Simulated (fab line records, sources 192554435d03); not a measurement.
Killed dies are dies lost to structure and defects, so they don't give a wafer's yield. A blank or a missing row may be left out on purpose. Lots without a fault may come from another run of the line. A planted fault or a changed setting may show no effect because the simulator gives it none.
Problem report in the 8D (eight disciplines) form, filled by code | flow n5_finfet | the parts of the form that need people (team, actions taken, sign-off) are left out

1. THE PROBLEM
killed_at_M4_up at N5_PASSIVATION_PROBE_49 reads a mean of 90 on 6 wafers of 2 lots; wafers without a fault read 14 with a standard deviation of 5.3. That is +14 standard deviations from the usual mean.
First seen on wafer L358.2, day 13 04:47, on prober-01. The record holds 15 wafers of 5 lots with a number at this step. Rule for "out", or "out of limits": more than 4 standard deviations from the usual mean. The other wafers with a number count as sound.

2. WHAT IT IS AND WHAT IT IS NOT
question                    | is                     | is not
which readings at this step | killed_at_M4_up        | killed_at_M0_to_M3, killed_at_contacts, killed_at_front_end, killed_open, killed_short
which lots                  | L358, L359             | L357, L365, L368
which wafers of those lots  | all that have a number | -
read on which tools         | prober-01, prober-02   | -
when                        | from day 13 04:47      | up to then (3 sound wafers); but 6 sound wafers of L365, L368 came after

3. SUSPECTS, AND WHAT RULES EACH OUT
Counting: a tool at a process step up to the reading stays a suspect if it ran every lot that is out and no sound lot after the first of them.
- rie_diel-04 at N5_BEOL_M5_ETCH_75 (etches underlayer in N2/H2, target depth 6.5 nm, time 5.2 s): kept. It ran every lot that is out, first L358 (day 9 10:53), and no sound lot after that.
Left after counting: rie_diel-04 at N5_BEOL_M5_ETCH_75.

4. THE CAUSE (what the simulator had put in)
Chamber particle source: rie_diel-04, from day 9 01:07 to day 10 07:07, at N5_BEOL_M5_ETCH_75. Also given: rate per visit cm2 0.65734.
Counting left only this tool.

5. THE CHAIN OF EFFECTS, in route order
Each row: a reading whose mean over the struck wafers that have a number lies more than 3 standard deviations from the usual. Only readings for which the record gives a usual standard deviation are gone through. hours: the time from each lot's start at the first step in this table that gives one to its start at this step, as a median over the lots. sigmas: the change in usual standard deviations.
hours | step                    | reading              | usual  | on struck wafers | change | sigmas
0     | N5_PASSIVATION_PROBE_49 | defect_limited_yield | 91.0 % | 85.0             | -6.0   | -4.0
0     | N5_PASSIVATION_PROBE_49 | killed_at_M4_up      | 14     | 90               | +76    | +14
0     | N5_PASSIVATION_PROBE_49 | killed_dies          | 106    | 177              | +71    | +4.2
0     | N5_PASSIVATION_PROBE_49 | killed_on_rim        | 14     | 28               | +14    | +3.7
0     | N5_PASSIVATION_PROBE_49 | sort_bin_5_function  | 5.2 %  | 9.1              | +3.9   | +4.0
0     | N5_PASSIVATION_PROBE_49 | sort_n_pass          | 1074   | 1003             | -71    | -4.2
0     | N5_PASSIVATION_PROBE_49 | sort_yield_pct       | 91.0 % | 85.0             | -6.0   | -4.0
The process steps in it:
- N5_PASSIVATION_PROBE_49

6. WHAT WOULD HAVE CAUGHT IT SOONER
In this record the first reading out of limits was taken at day 13 04:47, 100 hours after the fault began at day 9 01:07.
Of the tool readings at N5_BEOL_M5_ETCH_75 for which the record gives a usual standard deviation, none was out on any struck wafer, so an alarm limit of 4 standard deviations on them would not have fired.
All the lots that are out (2) had begun N5_BEOL_M5_ETCH_75 on rie_diel-04 by day 13 04:47. A hold on the tool at that time would have spared none of them.
